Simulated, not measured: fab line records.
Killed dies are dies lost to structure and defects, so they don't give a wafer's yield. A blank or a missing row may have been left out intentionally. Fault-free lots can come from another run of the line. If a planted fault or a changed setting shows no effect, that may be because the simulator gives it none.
Comparing a struck lot with a sound one || flow n5Finfet || 22 out of 1938 route steps
Sound: the wafers L354.2, L354.3, L354.6. Wafers L359.1, L359.3, L359.6 were the ones struck. At the end, the cause is stated.
Per side, at each step with rows, come the tool, then ch with its chambers, and then its first start. Under that, the readings that differ: sound wafers || struck wafers || difference of the means || sigmas: that difference in standard deviations of wafers without a fault.
alike: a reading whose means differ by less than 2 such deviations, as well as words and numbers matching on both sides. not compared: withheld readings; readings where some wafer has no value; bounds like >300 that might hide an equal value; numbers whose values overlap and for which the record gives no deviation.
Wherever a step has rows on one side only, a row that says differs or no value, or a row with sigmas, the two part there. Numbers that don't overlap but have no deviation are shown without sigmas and don't part them. A reading missing from all wafers of one side parts the sides only when that side holds two or more wafers.

first, 8 steps without rows for these wafers: N5_BEOL_M1_PRE_CLEAN_60 (time 15 s); N5_BEOL_M1_CO_CAP_55 (material Co, precursor CCTBA/H2, target thk 2 nm, time 102.1 s); N5_BEOL_M1_PRE_CLEAN_56 (time 15 s); N5_BEOL_M1_DEP_57 (deposits SiCN from 3MS/NH3, target thk 8 nm, time 14 s); N5_BEOL_M2_ILD_DEP_00 (deposits SiOC from DEMS/O2, target thk 79 nm, time 15.3 s); N5_BEOL_M2_PECVD_72 (deposits SiO2 from TEOS/O2, target thk 16 nm, time 18 s); N5_BEOL_M2_HM_DEP_02 (deposits TiN, target thk 20 nm); N5_BEOL_M2_COAT_61 (time 60 s, resist thk 60 nm).
N5_BEOL_M2_COAT_62: time 60 s, resist thk 12 nm.
  sound on lithoTrack-02 ch 0, day 8 03:11; struck on lithoTrack-02 ch 0, day 9 22:59
{"reading": "spinSpeedRpm (rpm)", "sound": "1502.1 1502.4 1500.8", "struck": "1867.0 1867.4 1866.6", "difference": "+365.2", "sigmas": "+99 or more"}
{"reading": "model.SiARC_of_BEOL_M2_COAT_62.thkNm (nm)", "sound": "12 12 12", "struck": "10.8 10.8 10.8", "difference": -1.2, "sigmas": ""}
then, 9 steps without rows for these wafers: N5_BEOL_M2_COAT_73 (time 60 s, resist thk 5 nm); N5_BEOL_M2_COAT_05 (resist thk 30 nm); N5_BEOL_M2_EBR_07; N5_BEOL_M2_SOFTBAKE_06 (time 60 s); N5_BEOL_M2_EXPOSE_08 (exposes mask M2); N5_BEOL_M2_PEB_09 (peb time 60 s); N5_BEOL_M2_DEVELOP_10 (develop time 30 s); N5_BEOL_M2_DESCUM_16 (chemistry O2, time 7 s); N5_BEOL_M2_ETCH_74 (etches underlayer in N2/H2, target depth 6.5 nm, time 5.2 s).
N5_BEOL_M2_ETCH_63: etches SiARC in CF4, target depth 15.6 nm, time 26 s.
  sound on rieDiel-05 ch 0,2, day 8 03:40; struck on rieDiel-05 ch 2,3, day 9 23:35
{"reading": "etchRfOnTimeS (s)", "sound": "25.3 25.3 25.1", "struck": "22.4 25.0 22.4", "difference": -2.0, "sigmas": -2}
{"reading": "model.etch.depthNm (nm)", "sound": "11.95 11.96 11.95", "struck": "10.75 10.72 10.75", "difference": -1.21, "sigmas": ""}
  alike: biasW, drypumpMotorCurrentA, oesProductAu, rfVppV, showerheadPlenumPTorr, throttleValvePct
  not compared: rfHoursCounterH
N5_BEOL_M2_ETCH_64: etches SOC in N2/H2, target depth 75 nm, overetch 22.5 nm, time 121.9 s.
  sound on rieDiel-05 ch 0,2, day 8 03:41; struck on rieDiel-05 ch 2,3, day 9 23:37
{"reading": "model.SiARC_of_BEOL_M2_COAT_62.thkNm (nm)", "sound": "6.4 6.2 6.4", "struck": "5.2 5.6 5.2", "difference": -1.0, "sigmas": ""}
  alike: biasW, drypumpMotorCurrentA, h2FlowSccm, oesProductAu, rfVppV, showerheadPlenumPTorr, throttleValvePct
  not compared: rfHoursCounterH
then, 1 step without rows for these wafers: N5_BEOL_M2_STRIP_65 (strips in N2/H2).
N5_BEOL_M4_RC_MEAS_101:
  sound on prober-02 ch 0, day 9 13:32; struck on prober-02 ch 0, day 11 02:17
{"reading": "DIBL_N (mV/V)", "sound": "39.2 39.5 38.4", "struck": "34.7 36.3 32.3", "difference": -4.6, "sigmas": -2}
  alike: DIBL_P, IOFF_N, IOFF_P, ION_N, ION_P, SS_N, SS_P, VT_N, VT_P

## WHERE THEY PART
Earliest at N5_BEOL_M2_COAT_62; latest, in this record, at N5_BEOL_M4_RC_MEAS_101.

WHY: the cause the simulator had injected
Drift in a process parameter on lithoTrack-02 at N5_BEOL_M2_COAT_62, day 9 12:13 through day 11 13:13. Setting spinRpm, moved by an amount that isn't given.
